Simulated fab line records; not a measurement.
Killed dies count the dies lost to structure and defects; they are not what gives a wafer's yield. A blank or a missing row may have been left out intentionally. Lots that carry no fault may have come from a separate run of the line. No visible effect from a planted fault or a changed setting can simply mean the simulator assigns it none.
fab line records	flow n5_finfet
record: lots: 9	wafers: 27	last_day: 18
route steps=1938 shown BEOL_M1@819 BEOL_M4@1111 PASSIVATION@1936
lots that met no fault: from a run of the same line without faults
start_h: the number of hours between the record's first day and the start of the first shown wafer of the lot	wait_h: hours from the lot's prior step to this one	" same as the row above	L1.1+2: a row that stands for several wafers	- value missing, or start not given	* or withheld: withheld	< > ~ a bound
route shown NAME@n: a module of which the file shows steps, and the number in the route of the first	usual: mean and standard deviation over wafers with no fault	same: alike in all rows	chamber/n: place in a boat	sites: per-site readings	_std_site: standard deviation across them	_edge_site: mean of outer sites minus mean of inner sites	radius_mm: how far each site lies from the wafer's centre	mask NAME#n: copy n	behind: the most recent tool/chamber to have shaped the wafer	hold: reason for holding the lot/hours on hold/outcome of the hold	device: the transistor (n, p or np) that didn't switch	end of line: the route-end tests of the same wafers	a step given without rows: its recipe and nothing more	killed: the dies lost at the first sort to structure and to defects; this is not the yield of the wafer	map: the dies of a wafer, with x for killed, . for not killed, _ for no die there
set.NAME: the setting that was run; set.NAME@STEP: the one run at that earlier step	model.NAME: the simulator's own value behind a step, which no gauge read
route steps across a sampled set of lots; one table per step, one row per wafer
services: a tool's chamber out of use, with start hour (start_h, from the record's first day; less than 0 if before it), hours out, and reason
== steps ==
step: N5_BEOL_M1_ANNEAL_82
recipe: temp_c: 400	time_s: 240	ambient: vacuum
usual: heater_power_w: 838/53	susceptor_temp_C_max: 400.9/0.34
same: time_s: 240
lot.wafer	tool	chamber	start_h	wait_h	heater_power_w	susceptor_temp_C_max
L941.1	pvd_sputter-03	-	141.33	0.0	919	401.2
L941.3	"	-	"	"	767	400.8
L941.6	"	-	"	"	908	401.3
L942.1	pvd_sputter-02	-	151.59	0.0	826	400.6
L942.3	"	-	"	"	769	400.7
L942.5	"	-	"	"	826	400.9
L949.1	pvd_sputter-03	-	188.89	0.0	842	401.1
L949.3	"	-	"	"	924	401.5
L949.4	"	-	"	"	825	400.8
L950.3	pvd_sputter-02	-	206.79	0.0	811	400.6
L950.5	"	-	"	"	813	400.9
L950.6	"	-	"	"	841	400.4
L954.2	pvd_sputter-02	-	226.23	0.0	841	400.7
L954.4	"	-	"	"	899	400.9
L954.6	"	-	"	"	938	401.4
L957.2	pvd_sputter-01	-	240.58	0.0	741	401.1
L957.5	"	-	"	"	918	400.9
L957.6	"	-	"	"	810	401.3
L958.3	pvd_sputter-01	-	248.16	0.0	724	400.9
L958.4	"	-	"	"	899	401.2
L958.5	"	-	"	"	860	400.6
L960.1	pvd_sputter-01	-	255.89	0.0	825	400.7
L960.5	"	-	"	"	736	401.3
L960.6	"	-	"	"	839	400.7
L962.1	pvd_sputter-02	-	270.89	0.0	841	400.8
L962.4	"	-	"	"	913	401.2
L962.5	"	-	"	"	900	401.2
step: N5_BEOL_M1_ANNEAL_93
recipe: temp_c: 400	time_s: 240	ambient: vacuum
usual: heater_power_w: 840/54	susceptor_temp_C_max: 401.0/0.38
same: time_s: 240
lot.wafer	tool	chamber	start_h	wait_h	heater_power_w	susceptor_temp_C_max
L941.1	pvd_sputter-03	-	142.21	0.0	895	401.3
L941.3	"	-	"	"	798	400.8
L941.6	"	-	"	"	918	401.3
L942.1	pvd_sputter-02	-	152.47	0.0	829	400.8
L942.3	"	-	"	"	763	400.9
L942.5	"	-	"	"	829	400.7
L949.1	pvd_sputter-03	-	189.77	0.0	854	401.3
L949.3	"	-	"	"	929	401.6
L949.4	"	-	"	"	832	400.8
L950.3	pvd_sputter-02	-	207.67	0.0	842	401.1
L950.5	"	-	"	"	839	400.5
L950.6	"	-	"	"	843	400.7
L954.2	pvd_sputter-02	-	227.11	0.0	846	400.9
L954.4	"	-	"	"	892	400.8
L954.6	"	-	"	"	922	400.5
L957.2	pvd_sputter-01	-	241.46	0.0	744	400.6
L957.5	"	-	"	"	923	401.0
L957.6	"	-	"	"	824	400.9
L958.3	pvd_sputter-01	-	249.04	0.0	749	400.5
L958.4	"	-	"	"	958	400.7
L958.5	"	-	"	"	855	400.3
L960.1	pvd_sputter-01	-	256.77	0.0	828	401.4
L960.5	"	-	"	"	762	400.9
L960.6	"	-	"	"	834	400.6
L962.1	pvd_sputter-02	-	271.77	0.0	817	400.5
L962.4	"	-	"	"	916	400.8
L962.5	"	-	"	"	884	400.8
step: N5_BEOL_M1_SPUTTER_94
recipe: material: Cu	target_thk_a: 45	temp_c: -20	chamber_pressure_pa: 0.07	power_w: withheld	time_s: 8.29
usual: throttle_valve_pct: 30.5/0.87
same: time_s: 8.29
lot.wafer	tool	chamber	start_h	wait_h	throttle_valve_pct
L941.1	pvd_sputter-03	-	142.35	0.1	32.1
L941.3	"	-	"	"	31.1
L941.6	"	-	"	"	32.2
L942.1	pvd_sputter-02	-	152.61	0.1	30.6
L942.3	"	-	"	"	30.0
L942.5	"	-	"	"	30.6
L949.1	pvd_sputter-03	-	189.91	0.1	29.9
L949.3	"	-	"	"	31.8
L949.4	"	-	"	"	29.2
L950.3	pvd_sputter-02	-	207.81	0.1	30.6
L950.5	"	-	"	"	30.4
L950.6	"	-	"	"	30.5
L954.2	pvd_sputter-02	-	227.25	0.1	30.5
L954.4	"	-	"	"	30.4
L954.6	"	-	"	"	30.3
L957.2	pvd_sputter-01	-	241.60	0.1	31.7
L957.5	"	-	"	"	30.2
L957.6	"	-	"	"	31.4
L958.3	pvd_sputter-01	-	249.18	0.1	31.8
L958.4	"	-	"	"	30.1
L958.5	"	-	"	"	30.6
L960.1	pvd_sputter-01	-	256.91	0.1	31.0
L960.5	"	-	"	"	32.0
L960.6	"	-	"	"	30.2
L962.1	pvd_sputter-02	-	271.91	0.1	30.5
L962.4	"	-	"	"	30.4
L962.5	"	-	"	"	30.3
step: N5_BEOL_M1_CMP_52
recipe: stop_on: SiOC	t_overpolish_s: 6.8	down_force_psi: 1	platen_rpm: 50	clearing_platen_down_force_psi: 1.5	clearing_platen_rpm: 50	post_cmp_clean: cu_alkaline	target_thk_nm: 40	clearing_platen_pad_velocity_m_s: 0.99484	pad_velocity_m_s: 0.99484
usual: barrier_field_endpoint_s: 25.1/0.93	clearing_platen_down_force_psi: 1.500/0.0032	motor_current_A: 6.0/0.49	overpolish_run_s: 6.800/0.0091	time_to_endpoint_s: 63/4.5
lot.wafer	tool	chamber	start_h	wait_h	barrier_field_endpoint_s	clearing_platen_down_force_psi	motor_current_A	overpolish_run_s	time_to_endpoint_s
L941.3	cmp-04	0	143.27	0.2	24.0	1.499	6.3	6.797	59
L941.1	"	1	"	"	24.7	1.500	6.4	6.815	62
L941.6	"	0	"	"	24.5	1.500	6.0	6.801	61
L942.3	cmp-04	0	153.33	0.2	24.9	1.501	6.0	6.799	63
L942.1	"	3	"	"	24.1	1.502	5.8	6.803	59
L942.5	"	0	"	"	24.3	1.502	5.8	6.788	64
L949.4	cmp-04	2	190.64	0.1	25.2	1.498	6.5	6.793	69
L949.1	"	3	"	"	24.7	1.504	5.8	6.799	64
L949.3	"	0	"	"	25.3	1.498	6.0	6.794	62
L950.3	cmp-04	0	208.60	0.2	25.1	1.491	6.1	6.788	63
L950.5	"	2	"	"	26.6	1.499	6.3	6.814	70
L950.6	"	3	"	"	25.0	1.504	6.0	6.806	57
L954.4	cmp-02	0	227.96	0.1	25.2	1.502	5.7	6.804	68
L954.2	"	1	"	"	26.7	1.501	5.9	6.783	69
L954.6	"	1	"	"	25.5	1.503	5.8	6.795	67
L957.2	cmp-03	1	242.35	0.2	-	-	-	-	-
L957.6	"	0	"	"	-	-	-	-	-
L957.5	"	1	"	"	-	-	-	-	-
L958.4	cmp-04	2	249.90	0.1	-	-	-	-	-
L958.3	"	1	"	"	-	-	-	-	-
L958.5	"	3	"	"	-	-	-	-	-
L960.1	cmp-03	0	257.62	0.3	23.6	1.497	7.0	6.807	56
L960.6	"	0	"	"	23.5	1.498	6.9	6.798	52
L960.5	"	1	"	"	25.1	1.496	6.6	6.785	62
L962.1	cmp-02	2	272.63	0.3	25.4	1.503	6.4	6.795	62
L962.4	"	3	"	"	26.1	1.505	5.1	6.788	64
L962.5	"	2	"	"	24.8	1.501	6.7	6.792	61
step: N5_BEOL_M1_THK_MEAS_53
recipe: thk_meas_gauge: xrf	reads: Cu_of_BEOL_M1_ECD_50
usual: M1_THK: 40.1/2.1
lot.wafer	tool	chamber	start_h	wait_h	M1_THK[nm]
L941.1	film_metro-02	-	143.53	-	39.4
L941.3	"	-	"	"	39.4
L941.6	"	-	"	"	41.0
L942.1	film_metro-02	-	153.62	-	39.5
L942.3	"	-	"	"	40.9
L942.5	"	-	"	"	42.3
L949.1	film_metro-01	-	190.93	-	38.1
L949.3	"	-	"	"	38.4
L949.4	"	-	"	"	42.8
L950.3	film_metro-01	-	208.82	-	38.8
L950.5	"	-	"	"	41.1
L950.6	"	-	"	"	38.2
L954.2	film_metro-02	-	228.26	-	40.5
L954.4	"	-	"	"	40.8
L954.6	"	-	"	"	43.1
L957.2	film_metro-02	-	242.61	0.2	297.6
L957.5	"	-	"	"	304.1
L957.6	"	-	"	"	295.7
L958.3	film_metro-02	-	250.19	0.1	298.4
L958.4	"	-	"	"	300.5
L958.5	"	-	"	"	302.2
L960.1	film_metro-01	-	257.92	-	36.6
L960.5	"	-	"	"	40.2
L960.6	"	-	"	"	36.0
L962.1	film_metro-02	-	272.92	-	41.0
L962.4	"	-	"	"	44.6
L962.5	"	-	"	"	42.1
step: N5_BEOL_M1_RS_MEAS_58
recipe: thk_meas_gauge: four-point-probe	reads: Co_of_BEOL_M1_CO_CAP_55+Cu_of_BEOL_M1_ECD_50+Co_of_BEOL_M1_CVD_47+TaN_of_BEOL_M1_ALD_84
usual: M1_RS: 0.66/0.045
lot.wafer	tool	chamber	start_h	wait_h	M1_RS[ohm/sq]
L941.1	film_metro-01	-	143.84	0.0	0.67
L941.3	"	-	"	"	0.67
L941.6	"	-	"	"	0.63
L942.1	film_metro-02	-	153.88	0.0	0.68
L942.3	"	-	"	"	0.65
L942.5	"	-	"	"	0.63
L949.1	film_metro-02	-	191.19	0.0	0.70
L949.3	"	-	"	"	0.69
L949.4	"	-	"	"	0.60
L950.3	film_metro-01	-	209.11	0.1	0.69
L950.5	"	-	"	"	0.65
L950.6	"	-	"	"	0.71
L954.2	film_metro-01	-	228.55	0.1	0.65
L954.4	"	-	"	"	0.65
L954.6	"	-	"	"	0.60
L957.2	film_metro-01	-	242.87	0.1	0.06
L957.5	"	-	"	"	0.06
L957.6	"	-	"	"	0.06
L958.3	film_metro-01	-	250.45	0.1	0.06
L958.4	"	-	"	"	0.06
L958.5	"	-	"	"	0.06
L960.1	film_metro-01	-	258.18	0.0	0.74
L960.5	"	-	"	"	0.65
L960.6	"	-	"	"	0.76
L962.1	film_metro-01	-	273.20	0.0	0.65
L962.4	"	-	"	"	0.58
L962.5	"	-	"	"	0.63
step: N5_BEOL_M1_INSPECT_59
recipe: inspect_instrument: darkfield	mode: post_dep
usual: raw_defect_count: 72/22
lot.wafer	tool	chamber	start_h	wait_h	raw_defect_count
L941.1	defect_inspect-01	-	143.87	0.0	88
L941.3	"	-	"	"	60
L941.6	"	-	"	"	62
L942.1	defect_inspect-02	-	153.91	0.0	95
L942.3	"	-	"	"	81
L942.5	"	-	"	"	61
L949.1	defect_inspect-02	-	191.22	0.0	73
L949.3	"	-	"	"	109
L949.4	"	-	"	"	76
L950.3	defect_inspect-01	-	209.14	0.0	66
L950.5	"	-	"	"	71
L950.6	"	-	"	"	44
L954.2	defect_inspect-02	-	228.57	0.0	67
L954.4	"	-	"	"	81
L954.6	"	-	"	"	45
L957.2	defect_inspect-02	-	242.89	0.0	1662
L957.5	"	-	"	"	1633
L957.6	"	-	"	"	1579
L958.3	defect_inspect-02	-	250.48	0.0	1701
L958.4	"	-	"	"	1661
L958.5	"	-	"	"	1661
L960.1	defect_inspect-01	-	258.20	0.0	49
L960.5	"	-	"	"	79
L960.6	"	-	"	"	91
L962.1	defect_inspect-01	-	273.22	0.0	68
L962.4	"	-	"	"	49
L962.5	"	-	"	"	59
step: N5_BEOL_M4_RC_MEAS_101
usual: DIBL_N: 35.4/2.1	DIBL_P: 34.8/2.6	IOFF_N: 0.15/0.037	IOFF_P: 0.19/0.037	ION_N: 677/16	ION_P: 462/9.3	SS_N: 71.4/0.75	SS_P: 72.9/0.77	VT_N: 250/3.7	VT_P: -251/3.5
lot.wafer	tool	chamber	start_h	wait_h	DIBL_N[mV/V]	DIBL_P[mV/V]	IOFF_N[nA/um]	IOFF_P[nA/um]	ION_N[uA/um]	ION_P[uA/um]	SS_N[mV/dec]	SS_P[mV/dec]	VT_N[mV]	VT_P[mV]
L941.1	prober-01	0	197.97	0.0	35.3	35.4	0.15	0.19	690	464	71.8	73.3	245	-253
L941.3	"	0	"	"	36.9	36.0	0.16	0.18	677	453	71.4	72.7	250	-255
L941.6	"	0	"	"	31.4	29.3	0.09	0.12	657	449	70.0	71.3	256	-259
L942.1	prober-02	0	198.45	0.2	34.7	35.4	0.15	0.18	697	463	70.7	72.6	249	-256
L942.3	"	0	"	"	31.1	31.0	0.09	0.13	665	461	70.3	71.1	256	-256
L942.5	"	0	"	"	35.3	35.7	0.14	0.19	679	464	71.1	72.5	249	-252
L949.1	prober-01	0	231.34	0.7	36.0	34.6	0.13	0.21	649	450	71.0	73.0	250	-251
L949.3	"	0	"	"	36.2	34.6	0.15	0.20	677	466	71.3	73.2	246	-252
L949.4	"	0	"	"	37.3	35.1	0.15	0.19	661	450	71.3	72.4	249	-251
L950.3	prober-02	0	251.52	0.3	34.3	34.2	0.13	0.17	660	454	71.3	71.9	251	-253
L950.5	"	0	"	"	39.5	41.3	0.25	0.31	712	480	72.6	74.3	242	-243
L950.6	"	0	"	"	32.7	31.6	0.11	0.14	669	457	70.9	72.1	253	-254
L954.2	prober-02	0	260.80	0.2	38.6	39.2	0.20	0.24	681	474	72.1	73.5	248	-249
L954.4	"	0	"	"	33.9	33.0	0.12	0.15	668	460	71.0	72.4	252	-255
L954.6	"	0	"	"	39.1	38.8	0.18	0.23	672	464	71.7	73.8	251	-251
L960.1	prober-01	0	303.81	0.3	40.6	40.7	0.28	0.31	709	480	73.2	74.6	241	-246
L960.5	"	0	"	"	38.2	37.9	0.23	0.25	708	479	72.2	73.6	244	-245
L960.6	"	0	"	"	36.6	36.7	0.18	0.22	702	478	72.0	73.9	246	-247
L962.1	prober-02	0	326.03	0.0	38.0	40.0	0.22	0.26	710	477	72.6	73.7	242	-247
L962.4	"	0	"	"	36.1	37.1	0.18	0.23	701	476	71.7	73.3	247	-250
L962.5	"	0	"	"	36.0	36.9	0.17	0.21	689	467	71.4	73.6	246	-250
step: N5_PASSIVATION_PROBE_49
usual: defect_limited_yield: 90.5/1.7	killed_at_M0_to_M3: 37/12	killed_at_M4_up: 14/5.2	killed_at_contacts: 12/5.9	killed_at_front_end: 45/14	killed_at_other: 3.5/2.8	killed_dies: 112/21	killed_on_rim: 15/4.5	killed_open: 73/15	killed_short: 36/8.9	sort_bin_4_leakage: 0.00/0.007	sort_bin_5_function: 5.6/1.2	sort_bin_6_memory: 3.5/0.68	sort_bin_8_speed: 0.01/0.1	sort_n_pass: 1068/21	sort_yield_pct: 90.5/1.8
same: gross_dies: 1180	killed_at_back_side: 0
lot.wafer	tool	chamber	start_h	wait_h	defect_limited_yield[%]	killed_at_M0_to_M3	killed_at_M4_up	killed_at_contacts	killed_at_front_end	killed_at_other	killed_dies	killed_on_rim	killed_open	killed_short	sort_bin_4_leakage[%]	sort_bin_5_function[%]	sort_bin_6_memory[%]	sort_bin_8_speed[%]	sort_n_pass	sort_yield_pct[%]
L957.2	prober-01	-	391.50	0.1	0	1069	12	17	77	5	1180	152	114	54	0	10.0	4.1	0	0	0
L957.5	prober-01	-	391.65	0.2	0	1084	9	18	65	4	1180	152	97	49	0	7.8	4.2	0	0	0
L957.6	prober-01	-	391.70	0.3	0	1096	11	12	57	4	1180	152	78	39	0	6.1	3.9	0	0	0
L958.3	prober-02	-	396.53	0.1	0	1122	10	13	32	3	1180	152	72	36	0	5.4	3.4	0	0	0
L958.4	prober-02	-	396.58	0.2	0	1127	9	10	31	3	1180	152	63	32	0	4.9	3.0	0	0	0
L958.5	prober-02	-	396.63	0.2	0	1116	11	8	39	6	1180	152	78	38	0	6.0	3.5	0	0	0
killed by level:class
L957.2 BEOL_M1:area_cmp=1010 STI_FIN_REVEAL:geometric_particle:open=40 BEOL_M3:geometric_particle:open=15 BEOL_M0_SAQP:geometric_particle:short=14 MOL_CONTACT_COAG:geometric_particle:open=13 BEOL_M0_SAQP:geometric_particle:open=11 FIN_SAQP:geometric_particle:short=9 STI_FIN_REVEAL:geometric_particle:short=6
L957.5 BEOL_M1:area_cmp=1032 STI_FIN_REVEAL:geometric_particle:open=28 BEOL_M0_SAQP:geometric_particle:short=17 MOL_CONTACT_COAG:geometric_particle:open=15 BEOL_M0_SAQP:geometric_particle:open=13 FIN_SAQP:geometric_particle:open=7 BEOL_M1:geometric_particle:open=7 FIN_SAQP:geometric_particle:short=6
L957.6 BEOL_M1:area_cmp=1058 STI_FIN_REVEAL:geometric_particle:open=17 FIN_SAQP:geometric_particle:short=13 FIN_SAQP:geometric_particle:open=10 MOL_CONTACT_COAG:geometric_particle:open=9 BEOL_M0_SAQP:geometric_particle:short=9 BEOL_M0_SAQP:geometric_particle:open=9 BEOL_M2:geometric_particle:open=7
L958.3 BEOL_M1:area_cmp=1072 BEOL_M0_SAQP:geometric_particle:short=12 MOL_CONTACT_COAG:geometric_particle:open=11 BEOL_M3:geometric_particle:open=11 STI_FIN_REVEAL:geometric_particle:open=9 BEOL_M1:geometric_particle:open=8 BEOL_M0_SAQP:geometric_particle:open=7 FIN_SAQP:geometric_particle:short=6
L958.4 BEOL_M1:area_cmp=1084 BEOL_M0_SAQP:geometric_particle:open=11 BEOL_M3:geometric_particle:open=11 BEOL_M0_SAQP:geometric_particle:short=10 STI_FIN_REVEAL:geometric_particle:open=8 MOL_CONTACT_COAG:geometric_particle:open=7 DUMMY_GATE:geometric_particle:open=5 GATE_CUT:geometric_particle:short=5
L958.5 BEOL_M1:area_cmp=1064 BEOL_M0_SAQP:geometric_particle:short=12 BEOL_M0_SAQP:geometric_particle:open=11 STI_FIN_REVEAL:geometric_particle:open=10 BEOL_M1:geometric_particle:open=9 BEOL_M3:geometric_particle:open=7 MOL_CONTACT_COAG:geometric_particle:open=6 GATE_CUT:geometric_particle:short=6
== services ==
tool	chamber	start_h	hours	kind
cmp-03	-	132.68	4.0	pm
cmp-03	-	136.68	-	consumable_replace:conditioner
cmp-03	-	136.68	-	consumable_replace:pad
pvd_sputter-01	-	137.28	15.4	repair
cmp-04	-	157.62	7.9	pm
cmp-03	-	200.72	4.6	pm
cmp-03	-	215.20	0.3	repair
cmp-03	-	218.81	6.2	pm
cmp-02	-	240.93	4.0	pm
cmp-04	-	242.38	4.0	pm
cmp-02	-	244.93	-	consumable_replace:conditioner
cmp-02	-	244.93	-	consumable_replace:pad
cmp-04	-	246.38	-	consumable_replace:conditioner
cmp-04	-	246.38	-	consumable_replace:pad
cmp-03	-	265.13	2.8	repair
== key ==
first_sign: step: N5_BEOL_M1_CMP_52	reading: tool_record	direction: missing
effect: step: N5_BEOL_M1_THK_MEAS_53	reading: M1_THK	direction: up	sigmas: 99+	usual: 40.1	struck: 299.7
effect: step: N5_BEOL_M1_RS_MEAS_58	reading: M1_RS	direction: down	sigmas: 13	usual: 0.66	struck: 0.06
effect: step: N5_BEOL_M1_INSPECT_59	reading: raw_defect_count	direction: up	sigmas: 71	usual: 72	struck: 1650
effect: step: N5_PASSIVATION_PROBE_49	reading: killed_at_M0_to_M3	direction: up	sigmas: 87	usual: 37	struck: 1102
more_kills_born_at: N5_BEOL_M1_CMP_52@cmp-04: 3220	N5_BEOL_M1_CMP_52@cmp-03: 3100
met_at N5_BEOL_M1_CMP_52
struck_lots L957,L958
later_rows_left_out L957.2,L957.5,L957.6,L958.3,L958.4,L958.5
not_acting_at N5_BEOL_M1_ANNEAL_82,N5_BEOL_M1_ANNEAL_93,N5_BEOL_M1_SPUTTER_94
onset_between 208.60 242.35
fault: kind: skipped_step_whole	tool: cmp-03,cmp-04	chamber: -	onset_h: 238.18	steps: N5_BEOL_M1_CMP_52	scope: struck_lots_only
later_rows_left_out: the simulator's readings of these wafers behind a module that went badly wrong aren't trusted and aren't shown, but for the sort
